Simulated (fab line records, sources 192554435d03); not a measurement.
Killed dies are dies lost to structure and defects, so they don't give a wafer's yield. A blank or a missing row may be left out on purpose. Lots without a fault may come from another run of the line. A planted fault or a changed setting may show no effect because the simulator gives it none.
Problem report in the 8D (eight disciplines) form, filled by code | flow n5_finfet | the parts of the form that need people (team, actions taken, sign-off) are left out

1. THE PROBLEM
trench_depth_nm at N5_BEOL_M13_OCD_MEAS_35 reads a mean of 658 nm on 2 wafers of 2 lots; wafers without a fault read 414 nm with a standard deviation of 5.5. That is +44 standard deviations from the usual mean.
First seen on wafer L103.4, day 16 00:19, on ocd-02. The record holds 29 wafers of 10 lots with a number at this step. Rule for "out", or "out of limits": more than 4 standard deviations from the usual mean. The other wafers with a number count as sound.

2. WHAT IT IS AND WHAT IT IS NOT
question                    | is                | is not
which readings at this step | trench_depth_nm   | -
which lots                  | L102, L103        | L100, L101, L986, L987, L988, L992, L996, L997
which wafers of those lots  | L102.4, L103.4    | L102.2, L103.1, L103.6
read on which gauges        | ocd-01, ocd-02    | -
when                        | from day 16 00:19 | up to then (26 sound wafers); but 1 sound wafer of L102 came after

3. SUSPECTS, AND WHAT RULES EACH OUT
Counting: a tool at a process step up to the reading stays a suspect if it ran every lot that is out. Sound lots after the first of them don't rule it out here, since some wafers of a struck lot are sound.
- the gauge at N5_BEOL_M13_OCD_MEAS_35: ruled out. The wafers that are out were read on 2 gauges (ocd-01, ocd-02).
- rie_diel-01 at N5_BEOL_M13_TRENCH_ETCH_34 (etches SiOC in C4F8/O2/Ar, target depth 413.47 nm, time 162.6 s): kept. It ran every lot that is out, first L103 (day 16 00:09); its last sound lot up to then is L996 (day 14 00:46).
- Within rie_diel-01 at N5_BEOL_M13_TRENCH_ETCH_34: the wafers that are out ran in chamber 0; their sound lot-mates ran in chambers 1, 3.
Left after counting: rie_diel-01 at N5_BEOL_M13_TRENCH_ETCH_34.

4. THE CAUSE (what the simulator had put in)
Process parameter drift: rie_diel-01, from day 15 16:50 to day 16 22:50, at N5_BEOL_M13_TRENCH_ETCH_34. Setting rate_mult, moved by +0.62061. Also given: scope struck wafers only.
Counting left only this tool.

5. THE CHAIN OF EFFECTS, in route order
Each row: a reading whose mean over the struck wafers that have a number lies more than 3 standard deviations from the usual. Only readings for which the record gives a usual standard deviation are gone through. hours: the time from each lot's start at the first step in this table that gives one to its start at this step, as a median over the lots. sigmas: the change in usual standard deviations.
hours | step                       | reading         | usual         | on struck wafers | change  | sigmas
0     | N5_BEOL_M13_TRENCH_ETCH_34 | oes_product_au  | 0.80 a.u.     | 1.10             | +0.30   | +3.0
0     | N5_BEOL_M13_OCD_MEAS_35    | trench_depth_nm | 414 nm        | 658              | +244    | +44
4     | N5_BEOL_M13_THK_MEAS_50    | M13_THK         | 426 nm        | 669              | +243    | +37
4     | N5_BEOL_M13_RS_MEAS_54     | M13_RS          | 0.0449 ohm/sq | 0.0282           | -0.0168 | -27
The process steps in it:
- N5_BEOL_M13_TRENCH_ETCH_34: etches SiOC in C4F8/O2/Ar, target depth 413.47 nm, time 162.6 s.

6. WHAT WOULD HAVE CAUGHT IT SOONER
In this record the first reading out of limits at a measuring or inspecting step was taken at day 16 00:19, 7 hours after the fault began at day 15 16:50.
Of the tool readings at N5_BEOL_M13_TRENCH_ETCH_34 for which the record gives a usual standard deviation, none was out on any struck wafer, so an alarm limit of 4 standard deviations on them would not have fired.
Of the lots that are out (2), L102 began N5_BEOL_M13_TRENCH_ETCH_34 on rie_diel-01 after day 16 00:19. A hold on the tool at that time would have spared it.
